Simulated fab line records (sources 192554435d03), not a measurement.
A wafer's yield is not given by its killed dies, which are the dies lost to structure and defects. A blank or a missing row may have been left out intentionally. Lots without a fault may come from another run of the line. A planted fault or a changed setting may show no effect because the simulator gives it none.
Chamber matching	flow n5-finfet	N5_BEOL_M8_DESCUM_16 on rie-diel-06 has 4 sister chambers
The step chemistry O2, time 7.9 s. 8 wafers are shown with their chamber, then 8 later ones without.

WAFERS, EACH WITH ITS CHAMBER
wafer	chamber	showerhead-plenum-p-Torr (Torr)	throttle-valve-pct (%)
L578.4	3	2.15	20.5
L583.2	2	2.01	20.6
L583.3	0	2.07	20.3
L583.6	0	2.07	20.3
L596.1	2	2.00	20.6
L596.2	3	2.14	20.6
L596.3	1	2.00	20.8
L593.2	1	2.00	20.8

WAFERS WITH NO CHAMBER GIVEN
wafer	showerhead-plenum-p-Torr (Torr)	throttle-valve-pct (%)
L593.3	2.00	20.6
L593.6	2.00	20.8
L597.3	1.99	20.8
L597.5	1.99	20.8
L597.6	2.00	20.6
L600.1	2.13	20.3
L600.2	2.00	20.6
L600.4	1.99	20.8

WHICH CHAMBER EACH WENT THROUGH
wafer	from the rows above	in truth
L593.3	2	2
L593.6	1	1
L597.3	1	1
L597.5	1	1
L597.6	2	2
L600.1	3	3
L600.2	2	2
L600.4	1	1
Correctly placed: 8 of 8. Can't be placed from these rows: 0. Wrongly placed: 0.
How it was worked out, from the rows above alone: a wafer's distance from a chamber is the root of the sum, over the readings, of the square of ((its reading less the chamber's mean) divided by the reading's scatter). If the next closest chamber is less than 2 further off than the closest, the wafer can't be placed; otherwise it belongs to the closest. A chamber's mean is the mean of its shown wafers. How the scatter is found: for the shown wafers, subtract from each reading the mean of its chamber, square and add these, divide the total by (wafers less chambers), then take the root.
